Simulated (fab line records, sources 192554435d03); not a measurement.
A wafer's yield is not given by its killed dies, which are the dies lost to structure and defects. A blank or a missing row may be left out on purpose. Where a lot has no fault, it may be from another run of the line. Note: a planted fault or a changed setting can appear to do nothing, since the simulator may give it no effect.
Struck lot and sound lot, side by side -- flow n5 finfet -- 26 steps out of a route of 1938
Sound: these wafers, L232.2, L232.4, L232.6. The struck wafers were L247.1, L247.3, L247.4. The cause is named last.
Order at every step that has rows: each side's tool, ch and its chambers, its first start. Under that, the readings that differ: sound wafers -- struck wafers -- difference of the means -- sigmas: that difference in standard deviations of wafers without a fault.
alike: readings whose means differ by less than 2 such deviations, and words and numbers that are the same on both sides. not compared: withheld readings, readings that some wafer has no value for, bounds like >300 that may hide the same value, and numbers for which the record gives no deviation and whose values overlap.
Wherever a step has rows on one side only, a row that says differs or no value, or a row with sigmas, the two part there. Numbers that don't overlap but have no deviation are shown without sigmas and don't part them. A reading missing from all wafers of one side parts the sides only when that side holds two or more wafers.

N5_BEOL_M8_INSPECT_13: inspects for defects (brightfield).
  sound on defect inspect-01 at day 11 14:59; struck on defect inspect-02 at day 15 12:11
  alike: raw defect count
N5_BEOL_M8_DESCUM_16: chemistry O2, time 7.9 s.
  sound on rie diel-04 ch 0,1, day 11 15:04; struck on rie diel-06 ch 0,1,3, day 15 12:13
  alike: drypump motor current A, oes product au, rf vpp V, showerhead plenum p Torr, throttle valve pct
  not compared: rf hours counter h
then, 1 step without rows for these wafers: N5_BEOL_M8_ETCH_61 (etches SiARC in CF4, target depth 45.5 nm, time 75.8 s).
N5_BEOL_M8_ETCH_62: etches SOC in N2/H2, target depth 110 nm, overetch 22 nm, time 165 s.
  sound on rie diel-04 ch 0,1, day 11 15:10; struck on rie diel-06 ch 0,1,3, day 15 12:19
  alike: drypump motor current A, n2 flow sccm, oes product au, rf vpp V, showerhead plenum p Torr, throttle valve pct
  not compared: rf hours counter h
then, 2 steps without rows for these wafers: N5_BEOL_M8_STRIP_68 (strips in N2/H2); N5_BEOL_M8_STRIP_67 (strips in CF4).
N5_BEOL_M8_HM_OPEN_17: chemistry Cl2/BCl3, target TiN, target depth 20 nm, overetch 6 nm.
  sound on rie metal-03 ch 0,1, day 11 15:20; struck on rie metal-02 ch 0,1, day 15 12:30
  alike: drypump motor current A, mfc ar sccm, oes product au, throttle valve pct
  not compared: rf hours counter h
N5_BEOL_M8_STRIP_19: strips in O2.
  sound on rie diel-02 ch 0,2, day 11 15:28; struck on rie diel-02 ch 0,1,3, day 15 12:37
  alike: drypump motor current A, oes product au, rf vpp V, showerhead plenum p Torr, throttle valve pct
  not compared: rf hours counter h
N5_BEOL_M8_CD_MEAS_18: pitch 80 nm, target cd 40 nm.
  sound on cd sem-01 at day 11 15:32; struck on cd sem-01 at day 15 12:41
  alike: cd nm
then, 3 steps without rows for these wafers: N5_BEOL_M8_COAT_63 (time 60 s, resist thk 60 nm); N5_BEOL_M8_COAT_64 (time 60 s, resist thk 12 nm); N5_BEOL_M8_COAT_71 (time 60 s, resist thk 5 nm).
N5_BEOL_M8_COAT_22: resist thk 30 nm.
  sound on litho track-03 ch 0, day 11 16:55; struck on litho track-03 ch 0, day 15 12:46
reading,sound,struck,difference,sigmas
spin speed rpm (rpm),1500.2 1500.3 1500.2,1448.8 1449.1 1447.9,-51.6,-47
model.CAR-EUV_of_BEOL_M8_COAT_22.thk nm (nm),29.8 29.8 30,30.4 30.4 30.4,+0.5,
then, 5 steps without rows for these wafers: N5_BEOL_M8_EBR_24; N5_BEOL_M8_SOFTBAKE_23 (time 60 s); N5_BEOL_M8_EXPOSE_25 (exposes mask V7, target cd 40 nm); N5_BEOL_M8_PEB_26 (peb time 60 s); N5_BEOL_M8_DEVELOP_27 (develop time 30 s).
N5_BEOL_M8_CD_MEAS_28 targets a cd of 40 nm.
  sound on cd sem-01 ch 0, day 11 17:10; struck on cd sem-03 ch 0, day 15 13:01
  alike: cd nm
N5_BEOL_M8_OVL_MEAS_29:
  sound on overlay-01 ch 0, day 11 17:13; struck on overlay-02 ch 0, day 15 13:03
  alike: V7_OVL
N5_BEOL_M8_INSPECT_30: inspects for defects (brightfield).
  sound on defect inspect-01 at day 11 17:16; struck on defect inspect-02 at day 15 13:07
  alike: raw defect count
then, 1 step without rows for these wafers: N5_BEOL_M8_DESCUM_33 (chemistry O2, time 7 s).
N5_BEOL_M8_ETCH_72: etches underlayer in N2/H2, target depth 6.5 nm, time 5.2 s.
  sound on rie diel-06 ch 1,3, day 11 17:20; struck on rie diel-04 ch 0,2,3, day 15 13:11
  alike: drypump motor current A, etch rf on time s, n2 flow sccm, oes product au, rf vpp V, showerhead plenum p Torr, throttle valve pct
  not compared: rf hours counter h
N5_BEOL_M8_ETCH_65: etches SiARC in CF4, target depth 15.6 nm, time 26 s.
  sound on rie diel-06 ch 1,3, day 11 17:21; struck on rie diel-04 ch 0,2,3, day 15 13:12
reading,sound,struck,difference,sigmas
model.CAR-EUV_of_BEOL_M8_COAT_22.thk nm (nm),11 11 11.2,11.4 11.4 11.6,+0.4,
  alike: drypump motor current A, etch rf on time s, mfc ar sccm, oes product au, rf vpp V, showerhead plenum p Torr, throttle valve pct
  not compared: rf hours counter h
then, 2 steps without rows for these wafers: N5_BEOL_M8_ETCH_66 (etches SOC in N2/H2, target depth 80 nm, overetch 16 nm, time 120 s); N5_PASSIVATION_PROBE_49.

## WHERE THEY PART
N5_BEOL_M8_COAT_22 only, going by this record. Later steps at which nothing parts them and some readings are alike: N5_BEOL_M8_CD_MEAS_28, N5_BEOL_M8_OVL_MEAS_29, N5_BEOL_M8_INSPECT_30, N5_BEOL_M8_ETCH_72, N5_BEOL_M8_ETCH_65.

WHY: what had been put in by the simulator
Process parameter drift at N5_BEOL_M8_COAT_22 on litho track-03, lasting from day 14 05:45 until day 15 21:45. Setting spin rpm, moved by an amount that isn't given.
